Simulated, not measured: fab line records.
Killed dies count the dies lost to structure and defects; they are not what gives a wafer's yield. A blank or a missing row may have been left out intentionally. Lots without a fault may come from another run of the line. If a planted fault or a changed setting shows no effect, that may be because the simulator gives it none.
Problem report in the 8D (eight disciplines) form, filled by code :: flow n5 finfet :: the parts of the form that need people (team, actions taken, sign-off) are left out

## 1. PROBLEM STATEMENT
N5_PASSIVATION_ETCH_59, throttle valve pct: mean 21.68 % over 1 wafer from 1 lot; wafers with no fault: 20.95 %, standard deviation 0.17. That is +4.3 standard deviations from the usual mean.
The step: etches TaN in Cl2/BCl3, target depth 65 nm, time 34.9 s.
Seen first at day 16 18:37 on rie metal-03, wafer L598.1. Wafers with a number at this step in the record: 30, from 10 lots. By rule, "out" or "out of limits" means more than 4 standard deviations away from the usual mean. The rest of the wafers with a number are treated as sound.

## 2. WHAT IT IS, AND WHAT IT ISN'T
question: which readings at this step
is: throttle valve pct
is not: drypump motor current A, rf fwd power W

question: which lots
is: L598
is not: L580, L582, L584, L585, L587, L590, L591, L596, L602

question: which wafers of those lots
is: L598.1
is not: L598.4, L598.6

question: read on which tools
is: rie metal-03
is not: rie metal-01, rie metal-02

question: when
is: from day 16 18:37
is not: up to then (23 sound wafers); but 6 sound wafers of L596, L602 came after

## 3. THE SUSPECTS, EACH WITH WHAT RULES IT OUT
Counting: any tool at a process step up to the reading remains a suspect provided it ran every lot that is out. Sound lots after the first of them don't rule it out here, since some wafers of a struck lot are sound.
- pecvd-01 at N5_MIM_TOP_ETCH_PECVD_03 (deposits SiNx from SiH4/NH3/N2, target thk 20 nm, time 17.6 s): kept. The lot that is out, L598, ran on it at day 16 13:49; the last sound lot it ran before that was L590, at day 14 21:51.
- pvd sputter-03 at N5_PASSIVATION_AL_DEP_21 (deposits Al, target thk 2800 nm, time 170 s): kept. The lot that is out, L598, ran on it at day 16 17:10; the last sound lot it ran before that was L587, at day 14 02:53.
- rie metal-03 at N5_PASSIVATION_ETCH_59 (etches TaN in Cl2/BCl3, target depth 65 nm, time 34.9 s): kept. The lot that is out, L598, ran on it at day 16 18:37; the last sound lot it ran before that was L591, at day 15 02:24. Its own readings are out on those wafers: throttle valve pct.
- Within pecvd-01 at N5_MIM_TOP_ETCH_PECVD_03: the wafers that are out ran in chamber 0; their sound lot-mates ran in chambers 1, 2.
Left after counting: pecvd-01 at N5_MIM_TOP_ETCH_PECVD_03, pvd sputter-03 at N5_PASSIVATION_AL_DEP_21, rie metal-03 at N5_PASSIVATION_ETCH_59.

## 4. THE CAUSE (what the simulator had put in)
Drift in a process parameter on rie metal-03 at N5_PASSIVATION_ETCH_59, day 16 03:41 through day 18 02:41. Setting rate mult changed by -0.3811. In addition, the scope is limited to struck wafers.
3 suspects survive the count, and this tool is in that group.

## 5. SEQUENCE OF EFFECTS, ordered by route
One row per reading whose mean, taken over the struck wafers that have a number, lies over 3 standard deviations from the usual. Readings are gone through only where the record gives a usual standard deviation; hours: the median, over the lots, of the time from a lot's start at the first step in this table giving one to that lot's start at this step; sigmas: the change measured in usual standard deviations.
hours: 0
step: N5_PASSIVATION_ETCH_59
reading: throttle valve pct
usual: 20.95 %
on struck wafers: 21.68
change: +0.73
sigmas: +4.3

hours: 5
step: N5_PASSIVATION_PROBE_49
reading: defect limited yield
usual: 91.2 %
on struck wafers: 0.0
change: -91.2
sigmas: -65

hours: 5
step: N5_PASSIVATION_PROBE_49
reading: killed at other
usual: 3.1
on struck wafers: 1056.0
change: +1052.9
sigmas: +99 or more

hours: 5
step: N5_PASSIVATION_PROBE_49
reading: killed dies
usual: 103
on struck wafers: 1180
change: +1077
sigmas: +67

hours: 5
step: N5_PASSIVATION_PROBE_49
reading: killed on rim
usual: 13
on struck wafers: 152
change: +139
sigmas: +41

hours: 5
step: N5_PASSIVATION_PROBE_49
reading: sort_bin_5_function
usual: 5.1 %
on struck wafers: 95.2
change: +90.1
sigmas: +99 or more

hours: 5
step: N5_PASSIVATION_PROBE_49
reading: sort n pass
usual: 1077
on struck wafers: 0
change: -1077
sigmas: -67

hours: 5
step: N5_PASSIVATION_PROBE_49
reading: sort yield pct
usual: 91.2 %
on struck wafers: 0.0
change: -91.2
sigmas: -65
It contains these process steps:
- N5_PASSIVATION_ETCH_59: etches TaN in Cl2/BCl3, target depth 65 nm, time 34.9 s.
- N5_PASSIVATION_PROBE_49

## 6. HOW IT WOULD HAVE BEEN CAUGHT EARLIER
The fault began at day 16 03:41; the first out-of-limits reading in this record came at day 16 18:37, 15 hours later.
